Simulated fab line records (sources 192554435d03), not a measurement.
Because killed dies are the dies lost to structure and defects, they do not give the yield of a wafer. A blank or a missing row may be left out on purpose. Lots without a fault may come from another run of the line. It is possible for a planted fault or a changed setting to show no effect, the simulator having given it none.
What tool caused it?	flow n5-finfet	Sampling: 9 lots, 27 wafers, 5 of 1938 route steps

## WHAT THE GAUGES SHOWED, per wafer
N5_BEOL_M4_RC_MEAS_101.
lot	measured	on	DIBL_N (mV/V)	DIBL_P (mV/V)	IOFF_N (nA/um)	IOFF_P (nA/um)	ION_N (uA/um)	ION_P (uA/um)	SS_N (mV/dec)	SS_P (mV/dec)	VT_N (mV)	VT_P (mV)
L822	day 8 05:31	prober-02	33.9 36.2 35.7	34.2 36.9 35.3	0.12 0.16 0.14	0.18 0.23 0.21	658 668 656	458 462 454	71.0 71.5 70.8	72.4 73.3 72.4	252 250 252	-251 -248 -249
L825	day 8 18:02	prober-02	36.8 35.1 34.9	36.4 34.4 34.6	0.15 0.13 0.13	0.20 0.18 0.18	654 664 668	452 455 459	72.1 70.7 71.4	73.0 72.6 73.1	254 253 253	-254 -253 -253
L828	day 9 15:16	prober-02	39.5 39.9 36.4	38.3 38.0 35.1	0.19 0.22 0.16	0.27 0.27 0.22	675 672 677	465 460 470	72.0 72.6 70.3	73.3 73.2 72.6	249 247 251	-247 -244 -247
L831	day 9 22:16	prober-01	35.1 34.2 34.3	35.4 34.7 32.9	0.14 0.13 0.11	0.20 0.19 0.15	681 668 656	474 459 449	71.3 71.3 71.3	72.9 73.1 72.6	250 254 259	-250 -251 -254
L832	day 13 07:37	prober-01	38.0 39.8 36.5	36.9 38.6 34.7	0.18 0.22 0.15	0.25 0.28 0.21	688 686 667	464 470 458	71.5 72.1 71.7	73.6 74.4 72.7	248 247 251	-250 -246 -250
L833	day 14 14:58	prober-01	36.0 35.6 36.2	36.1 35.3 35.1	0.17 0.16 0.17	0.25 0.23 0.22	686 681 678	473 468 467	71.2 71.7 71.7	72.8 72.9 73.2	246 247 247	-243 -249 -248
L836	day 13 14:40	prober-01	33.1 37.4 33.9	32.6 37.9 34.1	0.11 0.17 0.12	0.14 0.21 0.15	665 680 664	450 470 453	69.9 71.8 70.9	72.3 73.6 72.7	255 253 254	-255 -252 -255
L843	day 14 12:35	prober-02	35.8 34.3 36.3	36.4 34.6 36.0	0.15 0.13 0.15	0.23 0.19 0.21	676 673 676	469 465 465	72.4 71.7 72.0	73.1 72.1 72.5	251 253 251	-249 -250 -249
L844	day 15 04:40	prober-01	36.2 36.5 36.9	36.7 36.7 37.3	0.15 0.15 0.16	0.21 0.21 0.21	668 668 665	460 458 457	71.1 70.7 71.4	73.1 73.2 74.1	250 251 251	-249 -248 -250

## WHICH TOOL RAN EACH LOT (tool, then ch and the chambers of the sampled wafers, then the start)
lot	N5_FIN_SAQP_RECESS_63	N5_FIN_SAQP_SPACER2_ALD_28	N5_FIN_CUT_ETCH_21	N5_FIN_CUT_PRECLEAN_35
L822	vapor-etch-01 ch 0,1, day 2 09:18	ald-sin-04 ch 1,2, day 2 11:32	rie-diel-01 ch 1,3, day 2 13:29	vapor-etch-01 ch 0,1, day 2 13:57
L825	vapor-etch-02 ch 0,1, day 2 23:55	ald-sin-02 ch 2,3, day 3 00:40	rie-diel-06 ch 0,1,2, day 3 02:25	vapor-etch-02 ch 0,1, day 3 02:53
L828	vapor-etch-01 ch 0,1, day 3 19:13	ald-sin-04 ch 1,2, day 3 20:21	rie-diel-06 ch 0,1,3, day 3 22:05	vapor-etch-02 ch 0,1, day 3 22:38
L831	vapor-etch-02 ch 0,1, day 4 12:45	ald-sin-04 ch 0,1,3, day 4 13:31	rie-diel-01 ch 1,2,3, day 4 15:08	vapor-etch-02 ch 0,1, day 4 15:36
L832	vapor-etch-01 ch 0,1, day 4 19:44	ald-sin-02 ch 0,1,3, day 4 22:30	rie-diel-06 ch 0,1, day 5 00:07	vapor-etch-02 ch 0, day 5 00:40
L833	vapor-etch-01 ch 0,1, day 5 04:41	ald-sin-02 ch 0,1,3, day 5 05:26	rie-diel-01 ch 1,2, day 5 07:04	vapor-etch-01 ch 0,1, day 5 07:32
L836	vapor-etch-02 ch 0,1, day 5 18:24	ald-sin-04 ch 0,3, day 5 19:20	rie-diel-01 ch 0,1, day 5 21:17	vapor-etch-02 ch 0,1, day 5 21:46
L843	vapor-etch-01 ch 0,1, day 7 12:17	ald-sin-04 ch 0,1, day 7 13:28	rie-diel-06 ch 0,1,3, day 7 15:40	vapor-etch-01 ch 0,1, day 7 16:08
L844	vapor-etch-02 ch 0, day 7 23:27	ald-sin-04 ch 0,2,3, day 8 00:41	rie-diel-05 ch 1,3, day 8 02:26	vapor-etch-02 ch 0,1, day 8 02:53
- N5_FIN_SAQP_RECESS_63: chemistry HF/NH3, target SiO2, target depth 18 nm, afs cycles 3, sublimation time 60 s.
- N5_FIN_SAQP_SPACER2_ALD_28: deposits SiO2, target thk 8.1 nm, pulse time 1 s, purge time 2 s.
- N5_FIN_CUT_ETCH_21: etches SOC in N2/H2, target depth 219 nm, overetch 43.8 nm, time 523.5 s.
- N5_FIN_CUT_PRECLEAN_35: cleans in vHF, time 13.3 s.

## WHAT THE TOOLS THEMSELVES READ (means of the sampled wafers that have a number; where no wafer has one, the mark that the record gives instead)
N5_FIN_SAQP_RECESS_63.
lot	tool	drypump-motor-current-A (A)	sublimation-temp-c (C)
L822	vapor-etch-01	6.1	180.05
L825	vapor-etch-02	5.6	179.84
L828	vapor-etch-01	6.1	180.00
L831	vapor-etch-02	6.1	179.97
L832	vapor-etch-01	6.1	179.88
L833	vapor-etch-01	6.1	179.76
L836	vapor-etch-02	5.6	180.05
L843	vapor-etch-01	6.1	179.94
L844	vapor-etch-02	5.1	179.95

N5_FIN_SAQP_SPACER2_ALD_28.
lot	tool	heater-power-w (W)	precursor-pulse-height-rel	susceptor-temp-C (C)
L822	ald-sin-04	497	1.006	299.92
L825	ald-sin-02	434	1.004	300.17
L828	ald-sin-04	478	0.985	300.11
L831	ald-sin-04	466	1.017	299.91
L832	ald-sin-02	451	1.003	300.01
L833	ald-sin-02	455	0.994	299.87
L836	ald-sin-04	458	0.995	299.94
L843	ald-sin-04	444	1.004	300.29
L844	ald-sin-04	501	0.997	300.09

N5_FIN_CUT_ETCH_21.
lot	tool	bias-w (W)	drypump-motor-current-A (A)	oes-product-au (a.u.)	rf-vpp-V (V)	showerhead-plenum-p-Torr (Torr)	throttle-valve-pct (%)
L822	rie-diel-01	60.81	4.9	0.67	241.1	2.56	17.91
L825	rie-diel-06	60.83	6.1	0.72	240.8	2.58	17.69
L828	rie-diel-06	60.93	5.7	0.73	241.7	2.59	17.71
L831	rie-diel-01	61.10	5.2	0.68	240.9	2.56	17.88
L832	rie-diel-06	61.04	6.1	0.75	242.9	2.64	17.57
L833	rie-diel-01	61.82	5.4	0.70	243.3	2.56	17.82
L836	rie-diel-01	62.90	5.1	0.67	245.6	2.63	17.82
L843	rie-diel-06	61.09	5.8	0.71	241.3	2.58	17.77
L844	rie-diel-05	61.05	6.1	0.74	240.7	2.53	17.89

N5_FIN_CUT_PRECLEAN_35.
lot	tool	drypump-motor-current-A (A)
L822	vapor-etch-01	6.1
L825	vapor-etch-02	5.6
L828	vapor-etch-02	6.1
L831	vapor-etch-02	6.1
L832	vapor-etch-02	5.1
L833	vapor-etch-01	6.1
L836	vapor-etch-02	5.6
L843	vapor-etch-01	6.1
L844	vapor-etch-02	5.6

## THE ANSWER, worked out from the rows above alone
Rule: the usual values come from the lots themselves. Put in order of their means at a reading, lots are off if they are a third of the lots or fewer, leave a main group of 4 or more, and stand apart from it by a gap of 3 or more times the standard deviation of the main group's means; of several such gaps the widest counts. The tables above print the reading to a certain number of digits; a main group whose means all agree to those digits is not used. Also off: a lot with no number at a reading for which 4 or more lots have one. All remaining lots with rows at the step are treated as sound. First the gauges in route order, then the tools' own readings, where a lot's mean is used as printed above. The first step at which some lot is off is used, and at that step the reading that is off furthest; a lot without a number counts as furthest.
Off: L833, L836 (N5_FIN_CUT_ETCH_21, bias-w). The main group has a mean of 60.98 W with a standard deviation of 0.11.
A tool fits if, at that step or a process step before it, it ran every lot that is off, and no sound lot after the first of them. One candidate fits, namely rie-diel-01 at N5_FIN_CUT_ETCH_21. Its last sound lot is L831 (day 4 15:08), its first lot that is off L833 (day 5 07:04): a fault that began between those two fits.
On the lots that are off, the tool's own readings at N5_FIN_CUT_ETCH_21 differ by more than 5 times the standard deviation of the sound lots' means, which bears it out; bias-w reads 62.36 W there versus 60.98 W on the sound lots.

## WHAT HAD BEEN PUT IN BY THE SIMULATOR
rie-diel-01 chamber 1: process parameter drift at N5_FIN_CUT_ETCH_21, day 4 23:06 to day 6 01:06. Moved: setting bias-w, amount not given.
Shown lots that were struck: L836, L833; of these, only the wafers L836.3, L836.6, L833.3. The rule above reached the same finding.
